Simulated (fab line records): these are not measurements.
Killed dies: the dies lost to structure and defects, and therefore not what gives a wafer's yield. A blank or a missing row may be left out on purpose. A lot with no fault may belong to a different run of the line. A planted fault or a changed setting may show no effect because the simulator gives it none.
fab line records	flow n5Finfet
record lots=5	wafers=15	lastDay=17
route steps=1938 shown MOL_CONTACT_COAG@574 BEOL_M4@1111 PASSIVATION@1936
lots untouched by any fault: they come from a run of this same line in which no faults occurred
startH: start of the lot's first displayed wafer, in hours after the record's first day	waitH: hours elapsed since this lot's preceding step	" unchanged from the row above	L1.1+2: several wafers, shown together as one row	- value missing, or start not given	* or withheld: withheld	< > ~ a bound
route shown NAME@n: NAME is a module with steps in the file, n the number in the route of the first one	usual: average and standard deviation across the fault-free wafers	same: alike in all rows	chamber/n: place in a boat	sites: per-site readings	_std_site: standard deviation of those values	_edge_site: outer sites' mean less inner sites'	radiusMm: how far each site lies from the wafer's centre	mask NAME#n: copy n	behind: the last tool/chamber to shape the wafer	hold: reason for holding the lot/hours on hold/outcome of the hold	device: whichever transistor did not switch (one of n, p or np)	end of line: the tests these same wafers got at the end of their route	a step with no rows: only its recipe	killed: the dies lost at the first sort to structure and to defects; this is not the yield of the wafer	map: dies across one wafer; x = killed, . = not, _ = none there
set.NAME: the setting that was run; set.NAME@STEP: the one run at that earlier step	model.NAME: the simulator's own value behind a step, which no gauge read
certain route steps with their lots: each step a table, each wafer a row
services: when a tool's chamber went out of use (startH, in hours from the record's first day, below 0 if earlier), for how many hours, and the reason
## steps
# step N5_MOL_CONTACT_COAG_OVL_MEAS_85
# recipe pointsPerWafer=522
# usual VG_OVL=0.1/0.64
lot.wafer	tool	chamber	startH	waitH	VG_OVL[nm]
L102.2	overlay-02	0	112.11	0.0	-0.1
L102.3	"	0	"	"	0.9
L102.5	"	0	"	"	0.1
L104.1	overlay-02	0	117.63	0.0	-0.5
L104.3	"	0	"	"	1.1
L104.6	"	0	"	"	0.4
L109.1	overlay-02	0	145.73	0.0	-0.6
L109.2	"	0	"	"	-0.3
L109.3	"	0	"	"	1.3
L117.2	overlay-01	0	198.63	0.0	0.3
L117.4	"	0	"	"	0.5
L117.6	"	0	"	"	0.0
L120.1	overlay-01	0	211.96	0.0	1.3
L120.4	"	0	"	"	-0.8
L120.6	"	0	"	"	0.2
# step N5_MOL_CONTACT_COAG_INSPECT_57
# recipe mode=adi	inspectInstrument=brightfield
# usual rawDefectCount=189/48
lot.wafer	tool	chamber	startH	waitH	rawDefectCount
L102.2	defectInspect-02	-	112.16	0.0	279
L102.3	"	-	"	"	209
L102.5	"	-	"	"	278
L104.1	defectInspect-01	-	117.69	0.1	117
L104.3	"	-	"	"	170
L104.6	"	-	"	"	149
L109.1	defectInspect-01	-	145.78	0.1	267
L109.2	"	-	"	"	188
L109.3	"	-	"	"	159
L117.2	defectInspect-02	-	198.68	0.0	177
L117.4	"	-	"	"	284
L117.6	"	-	"	"	183
L120.1	defectInspect-01	-	212.02	0.1	247
L120.4	"	-	"	"	199
L120.6	"	-	"	"	286
# step N5_MOL_CONTACT_COAG_DESCUM_88
# recipe chemistry=O2	timeS=7	sourcePowerW=50	biasPowerW=20	pressureMtorr=20	rfFrequencyHz=2.712e+07	tempC=40	resist=CAR-EUV	o2FlowSccm=225
# step N5_MOL_CONTACT_COAG_ETCH_89
# recipe chemistry=N2/H2	target=underlayer	targetDepthA=130	maskMaterial=CAR-EUV	timeS=10.4	ionEnergyEv=200	pressureMtorr=30	sourceW=840	biasW=150	n2FlowSccm=200	h2FlowSccm=200	ends=cleared
# usual biasW=150.0/0.4	drypumpMotorCurrentA=5.5/0.57	etchRfOnTimeS=10.40/0.23	oesProductAu=0.65/0.069	rfVppV=522.8/2.2	showerheadPlenumPTorr=2.51/0.069	throttleValvePct=17.90/0.3
lot.wafer	tool	chamber	startH	waitH	biasW	drypumpMotorCurrentA	etchRfOnTimeS	oesProductAu	rfHoursCounterH	rfVppV	showerheadPlenumPTorr	throttleValvePct
L102.2	rieDiel-06	3	112.23	0.0	149.4	5.5	10.59	0.60	193	520.3	2.44	18.29
L102.3	"	1	"	"	149.9	4.9	10.30	0.68	128	520.3	2.45	18.05
L102.5	"	0	"	"	150.1	5.6	10.14	0.68	-	524.7	2.54	17.75
L104.1	rieDiel-05	3	117.76	0.0	149.9	6.1	10.47	0.62	185	525.7	2.63	18.16
L104.3	"	0	"	"	150.1	6.1	10.40	0.77	26	520.7	2.49	17.51
L104.6	"	3	"	"	149.6	6.1	10.45	0.62	-	526.0	2.63	18.14
L109.1	rieDiel-01	0	145.85	0.0	149.5	4.9	10.39	0.70	95	521.1	2.47	17.90
L109.2	"	2	"	"	150.0	6.4	9.88	0.75	54	525.1	2.57	17.27
L109.3	"	3	"	"	150.2	5.2	10.84	0.58	235	523.4	2.52	18.09
L117.2	rieDiel-06	3	198.79	0.0	150.0	5.4	10.79	0.57	228	520.4	2.43	18.37
L117.4	"	3	"	"	149.9	5.5	10.77	0.57	-	520.8	2.43	18.37
L117.6	"	0	"	"	150.2	5.6	10.20	0.65	-	524.6	2.53	17.80
L120.1	rieDiel-06	1	212.09	0.0	149.8	4.9	10.36	0.64	167	521.9	2.44	18.13
L120.4	"	2	"	"	150.5	6.6	10.29	0.87	2	527.0	2.72	17.56
L120.6	"	0	"	"	149.4	5.6	10.15	0.65	-	523.6	2.53	17.82
# step N5_MOL_CONTACT_COAG_ETCH_90
# recipe chemistry=CF4	target=SiARC	targetDepthA=130	maskMaterial=CAR-EUV	timeS=21.7	ionEnergyEv=80	pressureMtorr=40	sourceW=545	biasW=36	Ar_flow_sccm=100	cf4FlowSccm=100	ends=cleared
# step N5_MOL_CONTACT_COAG_ALD_131
# recipe material=SiO2	targetThkA=50	tempC=100	aldPrecursorFamily=BDEAS	aldCoReactant=O2-plasma	pulseTimeS=1	coReactantPulseTimeS=1	purgeTimeS=2	coReactantPurgeTimeS=2	aldCycles=35	pressureTorr=2
# step N5_MOL_CONTACT_COAG_ETCHBACK_132
# recipe chemistry=CHF3	target=SiO2	targetDepthA=100	timeS=6.7	ionEnergyEv=200	pressureMtorr=30	sourceW=610	biasW=170	Ar_flow_sccm=200	CHF3_flow_sccm=50
# usual CHF3_flow_sccm=49.97/0.15	biasW=169.9/0.51	drypumpMotorCurrentA=5.7/0.55	mfcArSccm=200.0/0.66	oesProductAu=0.76/0.08	rfVppV=526/6.7	showerheadPlenumPTorr=2.36/0.066	throttleValvePct=18.76/0.26
lot.wafer	tool	chamber	startH	waitH	CHF3_flow_sccm	biasW	drypumpMotorCurrentA	mfcArSccm	oesProductAu	rfHoursCounterH	rfVppV	showerheadPlenumPTorr	throttleValvePct
L102.2	rieDiel-05	3	112.57	0.2	50.19	168.9	6.1	200.2	0.73	184	529	2.47	19.10
L102.3	"	0	"	"	49.85	169.9	6.1	200.0	0.91	25	520	2.34	18.36
L102.5	"	1	"	"	49.75	169.9	5.8	200.7	0.71	-	525	2.36	18.88
L104.1	rieDiel-06	0	119.46	0.1	50.03	169.8	5.6	200.1	0.79	142	524	2.41	18.82
L104.3	"	1	"	"	50.06	169.9	4.8	200.6	0.78	130	516	2.32	19.09
L104.6	"	3	"	"	50.06	170.0	5.5	200.1	0.70	-	531	2.28	18.97
L109.1	rieDiel-05	1	146.61	0.1	50.01	170.6	5.8	199.9	0.70	236	524	2.36	18.91
L109.2	"	3	"	"	50.29	170.8	6.1	199.6	0.72	195	531	2.46	19.12
L109.3	"	0	"	"	49.93	169.6	6.1	200.0	0.89	36	519	2.33	18.38
L117.2	rieDiel-01	1	199.16	0.1	49.96	170.1	5.1	200.4	0.74	170	526	2.36	18.64
L117.4	"	2	"	"	50.08	169.6	6.4	200.9	0.84	-	518	2.43	18.39
L117.6	"	0	"	"	50.00	170.0	4.9	199.8	0.80	-	530	2.29	18.78
L120.1	rieDiel-06	3	212.57	0.1	49.73	169.9	5.4	200.0	0.68	235	531	2.27	19.01
L120.4	"	1	"	"	49.88	169.8	4.9	200.3	0.76	167	517	2.30	19.15
L120.6	"	0	"	"	50.16	169.9	5.6	200.0	0.76	-	522	2.40	18.88
# step N5_MOL_CONTACT_COAG_ETCH_91
# recipe chemistry=N2/H2	target=SOC	targetDepthA=600	overetchA=210	maskMaterial=SiARC	tempC=40	timeS=101.2	ionEnergyEv=200	pressureMtorr=30	sourceW=840	biasW=150	n2FlowSccm=200	h2FlowSccm=200
# usual biasW=150.0/0.44	drypumpMotorCurrentA=5.7/0.55	oesProductAu=0.64/0.064	rfVppV=522.9/2.3	showerheadPlenumPTorr=2.51/0.068	throttleValvePct=17.85/0.29
lot.wafer	tool	chamber	startH	waitH	biasW	drypumpMotorCurrentA	oesProductAu	rfHoursCounterH	rfVppV	showerheadPlenumPTorr	throttleValvePct
L102.2	rieDiel-05	3	112.61	0.0	150.3	6.1	0.61	184	526.7	2.63	18.14
L102.3	"	0	"	"	149.3	6.1	0.76	25	521.4	2.49	17.47
L102.5	"	1	"	"	149.9	5.8	0.61	-	521.3	2.51	17.90
L104.1	rieDiel-06	0	119.49	0.0	150.2	5.6	0.66	142	524.4	2.54	17.71
L104.3	"	1	"	"	149.6	4.8	0.64	130	521.8	2.45	18.02
L104.6	"	3	"	"	149.2	5.5	0.60	-	520.0	2.44	18.26
L109.1	rieDiel-05	1	146.65	0.0	150.5	5.8	0.59	236	522.7	2.50	17.91
L109.2	"	3	"	"	150.4	6.1	0.61	195	526.0	2.63	18.13
L109.3	"	0	"	"	150.4	6.1	0.75	36	523.5	2.49	17.46
L117.2	rieDiel-01	1	199.19	0.0	150.6	5.1	0.61	170	525.2	2.54	17.82
L117.4	"	2	"	"	149.5	6.4	0.69	-	525.4	2.56	17.25
L117.6	"	0	"	"	150.3	4.9	0.67	-	520.7	2.46	17.89
L120.1	rieDiel-06	3	212.60	0.0	150.2	5.5	0.58	235	521.1	2.43	18.34
L120.4	"	1	"	"	150.2	4.9	0.63	167	520.8	2.44	18.08
L120.6	"	0	"	"	150.3	5.6	0.63	-	524.0	2.53	17.78
# step N5_MOL_CONTACT_COAG_STRIP_92
# recipe chemistry=N2/H2	tempC=40	n2FlowSccm=200	h2FlowSccm=200	rfFrequencyHz=6e+07
# step N5_MOL_CONTACT_COAG_STRIP_93
# recipe chemistry=N2/H2	tempC=40	n2FlowSccm=200	h2FlowSccm=200	rfFrequencyHz=6e+07
# step N5_MOL_CONTACT_COAG_ETCHBACK_135
# recipe chemistry=CHF3	target=SiO2	targetDepthA=250	timeS=16.7	ionEnergyEv=200	pressureMtorr=30	sourceW=610	biasW=170	Ar_flow_sccm=200	CHF3_flow_sccm=50
# usual CHF3_flow_sccm=50.00/0.14	biasW=170.0/0.55	drypumpMotorCurrentA=5.7/0.55	mfcArSccm=200.0/0.59	oesProductAu=0.76/0.082	rfVppV=526/6.6	showerheadPlenumPTorr=2.36/0.066	throttleValvePct=18.76/0.26
lot.wafer	tool	chamber	startH	waitH	CHF3_flow_sccm	biasW	drypumpMotorCurrentA	mfcArSccm	oesProductAu	rfHoursCounterH	rfVppV	showerheadPlenumPTorr	throttleValvePct
L102.2	rieDiel-05	3	112.70	0.0	49.75	168.9	6.1	198.9	0.72	184	529	2.47	19.09
L102.3	"	0	"	"	50.02	170.3	6.1	199.8	0.91	25	519	2.34	18.39
L102.5	"	1	"	"	50.06	169.7	5.8	200.5	0.72	-	526	2.36	18.89
L104.1	rieDiel-06	0	119.58	0.0	50.04	169.5	5.6	200.1	0.79	142	525	2.41	18.82
L104.3	"	1	"	"	49.85	170.5	4.8	199.3	0.78	130	517	2.32	19.09
L104.6	"	3	"	"	49.91	169.9	5.5	199.5	0.70	-	532	2.28	18.94
L109.1	rieDiel-05	1	146.74	0.0	50.16	168.7	5.8	200.2	0.71	236	525	2.36	18.92
L109.2	"	3	"	"	49.80	169.6	6.1	200.0	0.71	195	529	2.46	19.12
L109.3	"	0	"	"	49.98	170.2	6.1	199.3	0.89	36	520	2.34	18.37
L117.2	rieDiel-01	1	199.28	0.0	50.02	170.5	5.1	200.2	0.73	170	526	2.36	18.65
L117.4	"	2	"	"	50.38	170.1	6.5	199.5	0.84	-	519	2.43	18.38
L117.6	"	0	"	"	50.12	170.4	4.9	200.5	0.81	-	530	2.29	18.77
L120.1	rieDiel-06	3	212.69	0.0	50.04	169.0	5.5	199.8	0.67	235	530	2.27	19.02
L120.4	"	1	"	"	50.02	169.2	4.9	199.8	0.73	167	515	2.30	19.16
L120.6	"	0	"	"	49.92	170.5	5.6	199.0	0.76	-	525	2.40	18.87
# step N5_MOL_CONTACT_COAG_STRIP_118
# recipe chemistry=CHF3	resist=SiARC	rfFrequencyHz=6e+07
# step N5_MOL_CONTACT_COAG_VIA_ETCH_46
# recipe chemistry=C4F6/O2	targetDepthA=460	overetchA=92	maskMaterial=SOC	target=SiO2	biasW=455	pressureMtorr=10	timeS=40	sourceW=325	Ar_flow_sccm=300	C4F6_flow_sccm=10	O2_flow_sccm=10	ionEnergyEv=575.3	ends=endPoint
# usual C4F6_flow_sccm=10.000/0.03	biasW=455.0/1.5	drypumpMotorCurrentA=5.7/0.55	mfcArSccm=300.2/1	oesProductAu=0.68/0.069	rfVppV=1591/19	showerheadPlenumPTorr=2.81/0.078	throttleValvePct=40.9/0.35
lot.wafer	tool	chamber	startH	waitH	C4F6_flow_sccm	biasW	drypumpMotorCurrentA	mfcArSccm	oesProductAu	rfHoursCounterH	rfVppV	showerheadPlenumPTorr	throttleValvePct	model.SOC_of_MOL_CONTACT_COAG_COAT_75.thkNm
L102.2	rieDiel-05	3	112.73	0.0	9.973	452.4	6.1	300.5	0.64	184	1602	2.94	41.0	51
L102.3	"	0	"	"	9.997	454.6	6.1	301.0	0.81	25	1572	2.79	40.6	50.4
L102.5	"	1	"	"	10.007	456.3	5.8	301.1	0.64	-	1594	2.83	41.1	51
L104.1	rieDiel-06	0	119.62	0.0	9.993	455.6	5.6	300.2	0.71	142	1590	2.88	41.2	50.6
L104.3	"	1	"	"	10.018	456.6	4.9	299.5	0.69	130	1565	2.77	41.7	50.4
L104.6	"	3	"	"	10.018	454.2	5.5	300.9	0.64	-	1609	2.73	41.0	50.8
L109.1	rieDiel-05	1	146.77	0.0	10.033	451.9	5.8	300.1	0.62	236	1592	2.82	41.1	51
L109.2	"	3	"	"	10.027	454.7	6.2	300.2	0.63	195	1602	2.94	41.0	51
L109.3	"	0	"	"	10.013	453.9	6.1	299.8	0.77	36	1572	2.79	40.6	52
L117.2	rieDiel-01	1	199.32	0.0	10.009	455.8	5.1	301.0	0.66	170	1592	2.82	41.1	51
L117.4	"	2	"	"	9.973	454.9	6.4	299.0	0.74	-	1570	2.89	40.4	50.4
L117.6	"	0	"	"	10.016	457.5	4.9	299.6	0.71	-	1605	2.74	41.0	50.6
L120.1	rieDiel-06	3	212.72	0.0	9.984	455.9	5.4	299.9	0.60	235	1607	2.71	41.0	51
L120.4	"	1	"	"	9.947	453.8	4.9	299.6	0.67	167	1563	2.75	41.8	50.6
L120.6	"	0	"	"	9.976	457.2	5.6	299.9	0.67	-	1589	2.86	41.2	51
# step N5_MOL_CONTACT_COAG_STRIP_96
# recipe chemistry=N2/H2	powerW=500	tempC=40	pressureMtorr=50	rfFrequencyHz=6e+07	overashFraction=0.3	biasPowerW=28	h2Frac=0.5	n2FlowSccm=300	h2FlowSccm=300
# usual drypumpMotorCurrentA=5.7/0.56	oesProductAu=0.77/0.082	rfVppV=121.7/1.1	showerheadPlenumPTorr=3.32/0.087	throttleValvePct=19.0/0.4
# same overashFraction=0.3
lot.wafer	tool	chamber	startH	waitH	drypumpMotorCurrentA	oesProductAu	rfHoursCounterH	rfVppV	showerheadPlenumPTorr	throttleValvePct
L102.2	rieDiel-05	3	112.80	0.0	6.1	0.72	184	121.9	3.47	19.2
L102.3	"	0	"	"	6.1	0.92	25	120.8	3.29	18.7
L102.5	"	1	"	"	5.8	0.73	-	121.6	3.31	18.9
L104.1	rieDiel-06	0	119.68	0.0	5.6	0.79	142	121.2	3.36	18.7
L104.3	"	1	"	"	4.9	0.78	130	121.6	3.24	18.8
L104.6	"	3	"	"	5.5	0.71	-	121.0	3.23	19.8
L109.1	rieDiel-05	1	146.84	0.0	5.8	0.72	236	122.4	3.30	19.0
L109.2	"	3	"	"	6.1	0.72	195	121.1	3.46	19.2
L109.3	"	0	"	"	6.1	0.89	36	123.3	3.29	18.7
L117.2	rieDiel-01	1	199.38	0.0	5.1	0.73	170	120.3	3.35	18.8
L117.4	"	2	"	"	6.4	0.83	-	121.8	3.39	18.2
L117.6	"	0	"	"	4.9	0.80	-	121.1	3.25	18.9
L120.1	rieDiel-06	3	212.79	0.0	5.5	0.68	235	124.3	3.21	19.9
L120.4	"	1	"	"	4.9	0.75	167	121.7	3.22	18.9
L120.6	"	0	"	"	5.6	0.76	-	120.1	3.34	18.8
# step N5_BEOL_M4_RC_MEAS_101
# usual DIBL_N=36.0/1.8	DIBL_P=36.3/2.4	IOFF_N=0.16/0.035	IOFF_P=0.21/0.036	ION_N=673/13	ION_P=461/7.2	SS_N=71.4/0.6	SS_P=73.2/0.7	VT_N=250/4	VT_P=-250.9/2.9
lot.wafer	tool	chamber	startH	waitH	DIBL_N[mV/V]	DIBL_P[mV/V]	IOFF_N[nA/um]	IOFF_P[nA/um]	ION_N[uA/um]	ION_P[uA/um]	SS_N[mV/dec]	SS_P[mV/dec]	VT_N[mV]	VT_P[mV]
L102.2	prober-02	0	188.40	0.2	37.2	38.8	0.18	0.25	677	467	72.2	74.2	247	-248.4
L102.3	"	0	"	"	35.8	37.0	0.16	0.22	670	460	72.6	72.5	250	-253.0
L102.5	"	0	"	"	36.7	38.0	0.18	0.24	682	467	72.6	73.1	246	-248.6
L104.1	prober-02	0	194.97	0.0	34.8	34.2	0.16	0.22	692	476	71.2	72.6	246	-250.6
L104.3	"	0	"	"	33.9	33.1	0.14	0.19	676	468	70.9	72.6	249	-250.0
L104.6	"	0	"	"	33.1	32.1	0.13	0.19	667	463	70.6	72.4	250	-249.9
L109.1	prober-01	0	220.82	0.0	35.0	36.7	0.15	0.17	666	447	71.3	72.6	248	-254.2
L109.2	"	0	"	"	38.7	39.9	0.21	0.22	686	459	71.3	74.2	245	-250.4
L109.3	"	0	"	"	36.5	38.6	0.16	0.21	670	456	71.4	73.8	248	-254.2
L117.2	prober-01	0	276.11	0.2	37.0	36.1	0.16	0.20	670	454	71.7	73.3	252	-253.1
L117.4	"	0	"	"	33.8	33.0	0.12	0.16	660	458	70.5	72.4	256	-254.9
L117.6	"	0	"	"	32.8	30.6	0.10	0.13	646	442	69.7	71.9	260	-255.0
L120.1	prober-01	0	281.20	0.0	35.8	36.1	0.14	0.19	667	454	71.3	73.7	254	-248.7
L120.4	"	0	"	"	34.6	34.1	0.12	0.16	641	444	71.3	73.0	258	-252.7
L120.6	"	0	"	"	37.2	37.5	0.17	0.23	680	468	71.4	73.7	249	-247.9
# step N5_PASSIVATION_PROBE_49
# usual defectLimitedYield=91.2/1.4	killed_at_M0_to_M3=35/11	killed_at_M4_up=14/5.6	killedAtContacts=12/5.6	killedAtFrontEnd=38/11	killedAtOther=4/3.4	killedDies=103/17	killedOpen=68/12	killedShort=33/8.8	sort_bin_5_function=5.1/0.89	sort_bin_6_memory=3.3/0.71	sortNPass=1077/17	sortYieldPct=91.2/1.4
# same grossDies=1180	killedAtBackSide=0	sort_bin_4_leakage[%]=0	sort_bin_8_speed[%]=0
lot.wafer	tool	chamber	startH	waitH	defectLimitedYield[%]	killed_at_M0_to_M3	killed_at_M4_up	killedAtContacts	killedAtFrontEnd	killedAtOther	killedDies	killedOpen	killedShort	sort_bin_5_function[%]	sort_bin_6_memory[%]	sortNPass	sortYieldPct[%]
L109.3	prober-02	-	330.11	0.1	92.3	35	14	9	33	0	91	62	24	4.2	3.1	1089	92.3
# killed by level:class
L109.3 FIN_SAQP:geometricParticle:open=11 BEOL_M3:geometricParticle:open=11 BEOL_M4:geometricParticle:open=8 BEOL_M0_SAQP:geometricParticle:open=7 BEOL_M2:geometricParticle:open=6 GATE_CUT:geometricParticle:short=5 BEOL_M1:geometricParticle:open=5 MOL_CONTACT_COAG:areaEtch=5
## services
tool	chamber	startH	hours	kind
rieDiel-01	-	90.23	0.2	repair
rieDiel-05	-	147.49	16.3	repair
rieDiel-01	1	164.18	2.6	repair
rieDiel-01	3	181.79	-	clean
rieDiel-01	3	181.79	-	consumableReplace:focusRing
rieDiel-01	3	181.79	19.2	scheduledDown
rieDiel-01	3	181.79	19.2	ventCycle
rieDiel-06	2	186.97	-	clean
rieDiel-06	2	186.97	-	consumableReplace:focusRing
rieDiel-06	2	186.97	-	consumableReplace:showerhead
rieDiel-06	2	186.97	13.7	scheduledDown
rieDiel-06	2	186.97	13.7	ventCycle
rieDiel-05	2	197.50	-	clean
rieDiel-05	2	197.50	-	consumableReplace:focusRing
rieDiel-05	2	197.50	21.7	scheduledDown
rieDiel-05	2	197.50	21.7	ventCycle
## key
firstSign none at tools or gauges
modelEffect step=N5_MOL_CONTACT_COAG_VIA_ETCH_46	value=SOC_of_MOL_CONTACT_COAG_COAT_75.thkNm	without=50.6	struck=52
metAt N5_MOL_CONTACT_COAG_VIA_ETCH_46
struckWafers L109.3
onsetBetween 112.73 146.77
fault kind=processParameterDrift	tool=rieDiel-05	chamber=-	onsetH=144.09	steps=N5_MOL_CONTACT_COAG_VIA_ETCH_46	channel=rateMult	offset=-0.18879	shape=step	endH=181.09	scope=struckWafersOnly
